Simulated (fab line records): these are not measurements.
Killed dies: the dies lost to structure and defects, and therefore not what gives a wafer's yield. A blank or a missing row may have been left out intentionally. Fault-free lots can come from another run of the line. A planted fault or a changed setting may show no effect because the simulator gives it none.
Comparing a struck lot with a sound one || flow n5-finfet || 36 steps out of a route of 1938
Sound: wafers L688.1, L688.2, L688.4. Struck: wafers L678.2, L678.4, L678.6. Last of all comes the cause.
Order at every step that has rows: each side's tool, ch and its chambers, its first start. Under that, the readings that differ: sound wafers || struck wafers || difference of the means || sigmas: that difference in standard deviations of wafers without a fault.
alike: a reading whose means differ by less than 2 such deviations, as well as words and numbers matching on both sides. not compared: withheld readings; readings where some wafer has no value; bounds like >300 that might hide an equal value; numbers whose values overlap and for which the record gives no deviation.
The two part at a step that has a row with sigmas, a row that says differs or no value, or rows on one side only. When numbers do not overlap yet have no deviation, they are printed without sigmas and do not part them. A reading missing from all wafers of one side parts the sides only when that side holds two or more wafers.

first, 9 steps without rows for these wafers: N5_BEOL_M4_ANNEAL_95 (time 240 s); N5_BEOL_M4_SPUTTER_96 (material Cu, target thk 4.5 nm, time 8.29 s); N5_BEOL_M4_ECD_50 (material Cu, target thk 300 nm); N5_BEOL_M4_ANNEAL_51 (time 90 s); N5_BEOL_M4_CMP_52 (polishes, stops on SiOC, t overpolish 6.8 s, target thk 40 nm); N5_BEOL_M4_PRE_CLEAN_60 (time 15 s); N5_BEOL_M4_CO_CAP_55 (material Co, precursor CCTBA/H2, target thk 2 nm, time 102.1 s); N5_BEOL_M4_PRE_CLEAN_56 (time 15 s); N5_BEOL_M4_DEP_57 (deposits SiCN from 3MS/NH3, target thk 8 nm, time 14 s).
N5_BEOL_M4_RC_MEAS_101:
  sound on prober-01 ch 0, day 14 02:22; struck on prober-01 ch 0, day 11 07:44
  alike: DIBL_N, DIBL_P, IOFF_N, IOFF_P, ION_N, ION_P, SS_N, SS_P, VT_N, VT_P
then, 21 steps without rows for these wafers: N5_BEOL_M5_ILD_DEP_00 (deposits SiCOH lowk from DEMS/porogen, target thk 140.64 nm, time 25.9 s); N5_BEOL_M5_CURE_79 (cures SiCOH lowk, time 240 s); N5_BEOL_M5_PECVD_70 (deposits SiO2 from TEOS/O2, target thk 16 nm, time 18 s); N5_BEOL_M5_HM_DEP_02 (deposits TiN, target thk 20 nm); N5_BEOL_M5_COAT_59 (time 60 s, resist thk 60 nm); N5_BEOL_M5_COAT_60 (time 60 s, resist thk 12 nm); N5_BEOL_M5_COAT_71 (time 60 s, resist thk 5 nm); N5_BEOL_M5_COAT_05 (resist thk 30 nm); N5_BEOL_M5_EBR_07; N5_BEOL_M5_SOFTBAKE_06 (time 60 s); N5_BEOL_M5_EXPOSE_08 (exposes mask M5, target cd 28 nm); N5_BEOL_M5_PEB_09 (peb time 60 s); N5_BEOL_M5_DEVELOP_10 (develop time 30 s); N5_BEOL_M5_DESCUM_16 (chemistry O2, time 7 s); N5_BEOL_M5_ETCH_72 (etches underlayer in N2/H2, target depth 6.5 nm, time 5.2 s); N5_BEOL_M5_ETCH_61 (etches SiARC in CF4, target depth 15.6 nm, time 26 s); N5_BEOL_M5_ETCH_62 (etches SOC in N2/H2, target depth 75 nm, overetch 15 nm, time 112.5 s); N5_BEOL_M5_STRIP_63 (strips in N2/H2); N5_BEOL_M5_STRIP_73 (strips in N2/H2); N5_BEOL_M5_STRIP_64 (strips in CF4); N5_BEOL_M5_HM_OPEN_17 (chemistry Cl2/BCl3, target TiN, target depth 20 nm, overetch 6 nm).
N5_BEOL_M5_STRIP_19: strips in O2.
  sound on rie-diel-05 ch 0,1,3, day 14 07:01; struck on rie-diel-06 ch 2,3, day 11 11:40
  no value came back on the struck wafers for any of 9 readings (bias-power-w (W), chamber-pressure-mTorr (mTorr) and others); on the sound wafers bias-power-w (W) reads 0 0 0
{"reading": "model.SOC_of_BEOL_M5_COAT_59.thk-nm (nm)", "sound": "0 0 0", "struck": "52.2 52.2 52.2", "difference": "+52.2", "sigmas": ""}
then, 2 steps without rows for these wafers: N5_BEOL_M5_COAT_65 (time 60 s, resist thk 60 nm); N5_BEOL_M5_COAT_66 (time 60 s, resist thk 12 nm).
N5_BEOL_M5_ETCH_68: etches SOC in N2/H2, target depth 80 nm, overetch 16 nm, time 120 s.
  sound on rie-diel-03 ch 0,1,3, day 14 11:30; struck on rie-diel-03 ch 0,1,2, day 11 12:45
{"reading": "oes-product-au (a.u.)", "sound": "0.65 0.56 0.56", "struck": "0.69 0.86 0.76", "difference": "+0.18", "sigmas": "+3"}
{"reading": "model.etch.depth-nm (nm)", "sound": "60.18 60.19 60.11", "struck": "98.47 92.47 97.39", "difference": "+35.95", "sigmas": ""}
  alike: drypump-motor-current-A, rf-vpp-V, showerhead-plenum-p-Torr, throttle-valve-pct
  not compared: rf-hours-counter-h
-- here the record skips 4 days between the struck wafers' starts before and after, leaving off in module BEOL_M5 and picking up in module PASSIVATION (first step shown: number 1936 of the route) --
N5_PASSIVATION_PROBE_49:
  rows exist in the record for the struck wafers here (prober-01, day 15 11:26), but not for the sound ones

## WHERE THEY PART
At N5_BEOL_M5_STRIP_19 first; at N5_PASSIVATION_PROBE_49 last (within this record only).

WHY: the cause the simulator had injected
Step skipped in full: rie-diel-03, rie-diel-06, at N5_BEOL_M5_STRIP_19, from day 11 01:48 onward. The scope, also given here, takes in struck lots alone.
